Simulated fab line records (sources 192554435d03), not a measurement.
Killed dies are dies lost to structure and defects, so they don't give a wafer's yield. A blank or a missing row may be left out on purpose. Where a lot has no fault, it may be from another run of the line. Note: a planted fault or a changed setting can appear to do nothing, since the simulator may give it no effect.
Split-lot trial + flow n5Finfet + 7 lots, 21 wafers read, on a route of 1938 steps

ABOUT THE SPLIT
At N5_BEOL_M9_COAT_05 (resist thk 90 nm), the setting spinRpm was moved away from the recipe's 1500 rpm on 7 of the 21 wafers read, by -9.9% to +7.7%. All remaining wafers had this setting at the recipe value.

FROM THE SPLIT TO THE READING: what the file shows between them, 6 steps
- N5_BEOL_M9_EBR_07
- N5_BEOL_M9_SOFTBAKE_06: time 60 s
- N5_BEOL_M9_EXPOSE_08: exposes mask M9
- N5_BEOL_M9_PEB_09: peb time 60 s
- N5_BEOL_M9_DEVELOP_10: develop time 30 s
- N5_BEOL_M9_DESCUM_16: chemistry O2, time 7.9 s

THE READING
CAR-ArF_of_BEOL_M9_COAT_05.thkNm (the simulator's own value, which no gauge read), in nm, at N5_BEOL_M9_ETCH_61 (etches SiARC in CF4, target depth 39 nm, time 65 s). The file gives no usual value for it. Here, 14 wafers ran the recipe; their average is 55.1 nm with a standard deviation of 0.22 nm.

| wafer  | tool, chamber at the split | spinRpm as run, rpm | against the recipe | CAR-ArF_of_BEOL_M9_COAT_05.thkNm, nm | against lot-mates on the recipe |
|--------|----------------------------|---------------------|--------------------|--------------------------------------|---------------------------------|
| L078.3 | lithoTrack-04, 0           | 1500                | recipe             | 55                                   | -                               |
| L078.4 | lithoTrack-04, 0           | 1615                | +7.7%              | 51.8                                 | -3.2                            |
| L078.5 | lithoTrack-04, 0           | 1615                | +7.7%              | 51.8                                 | -3.2                            |
| L081.1 | lithoTrack-03, 0           | 1500                | recipe             | 55.2                                 | -                               |
| L081.2 | lithoTrack-03, 0           | 1500                | recipe             | 54.8                                 | -                               |
| L081.3 | lithoTrack-03, 0           | 1500                | recipe             | 55                                   | -                               |
| L080.1 | lithoTrack-03, 0           | 1500                | recipe             | 55                                   | -                               |
| L080.3 | lithoTrack-03, 0           | 1500                | recipe             | 55.4                                 | -                               |
| L080.6 | lithoTrack-03, 0           | 1500                | recipe             | 55.2                                 | -                               |
| L083.2 | lithoTrack-05, 0           | 1370                | -8.7%              | 59.2                                 | +4.0                            |
| L083.3 | lithoTrack-05, 0           | 1500                | recipe             | 55.2                                 | -                               |
| L083.5 | lithoTrack-05, 0           | 1500                | recipe             | 55.2                                 | -                               |
| L089.2 | lithoTrack-04, 0           | 1500                | recipe             | 55.2                                 | -                               |
| L089.4 | lithoTrack-04, 0           | 1579                | +5.3%              | 52.6                                 | -2.6                            |
| L089.6 | lithoTrack-04, 0           | 1579                | +5.3%              | 52.8                                 | -2.4                            |
| L090.2 | lithoTrack-05, 0           | 1500                | recipe             | 54.8                                 | -                               |
| L090.3 | lithoTrack-05, 0           | 1500                | recipe             | 54.8                                 | -                               |
| L090.5 | lithoTrack-05, 0           | 1567                | +4.5%              | 53                                   | -1.8                            |
| L096.2 | lithoTrack-03, 0           | 1352                | -9.9%              | 60                                   | +4.7                            |
| L096.3 | lithoTrack-03, 0           | 1500                | recipe             | 55.6                                 | -                               |
| L096.4 | lithoTrack-03, 0           | 1500                | recipe             | 55                                   | -                               |

THE FIT
A straight line over all 21 wafers: CAR-ArF_of_BEOL_M9_COAT_05.thkNm changes by -0.464 nm for each +1% of spinRpm; r = -0.99; the points scatter about the line by 0.22 nm.
The same after taking each lot's own level away (the mean of its wafers on the recipe; 21 wafers): -0.451 nm for each +1%; r = -1.00; scatter 0.18 nm.
According to that fit, moving spinRpm by its largest amount changes the reading by 4.5 nm.
Across the lots, their own levels run from 54.80 to 55.30 nm, a range of 2.2 times the standard deviation given above.
Hence the lot-to-lot level has little effect on the slope; both slopes agree.
Check: with one of the wafers moved furthest among these (-9.9%) left out of the fit, the line predicts +4.38 nm for it against its lot-mates. Against them it came out at +4.7 nm.

THE WHOLE CHAIN: every reading that the file lists as answering this split, in the file's order
| step                  | what it does                                       | reading                                                                           | change (the file's fit)               | r (the file's) |
|-----------------------|----------------------------------------------------|-----------------------------------------------------------------------------------|---------------------------------------|----------------|
| N5_BEOL_M9_COAT_05    | resist thk 90 nm                                   | CAR-ArF_of_BEOL_M9_COAT_05.thkNm (the simulator's own value, which no gauge read) | -0.448 nm for each +1% of the setting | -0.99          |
| N5_BEOL_M9_DEVELOP_10 | develop time 30 s                                  | CAR-ArF_of_BEOL_M9_COAT_05.thkNm (the simulator's own value, which no gauge read) | -0.444 nm for each +1% of the setting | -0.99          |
| N5_BEOL_M9_ETCH_61    | etches SiARC in CF4, target depth 39 nm, time 65 s | CAR-ArF_of_BEOL_M9_COAT_05.thkNm (the simulator's own value, which no gauge read) | -0.455 nm for each +1% of the setting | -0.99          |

FILE'S OWN FIT
CAR-ArF_of_BEOL_M9_COAT_05.thkNm changes by -0.455 nm for each +1% of spinRpm, r = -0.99.
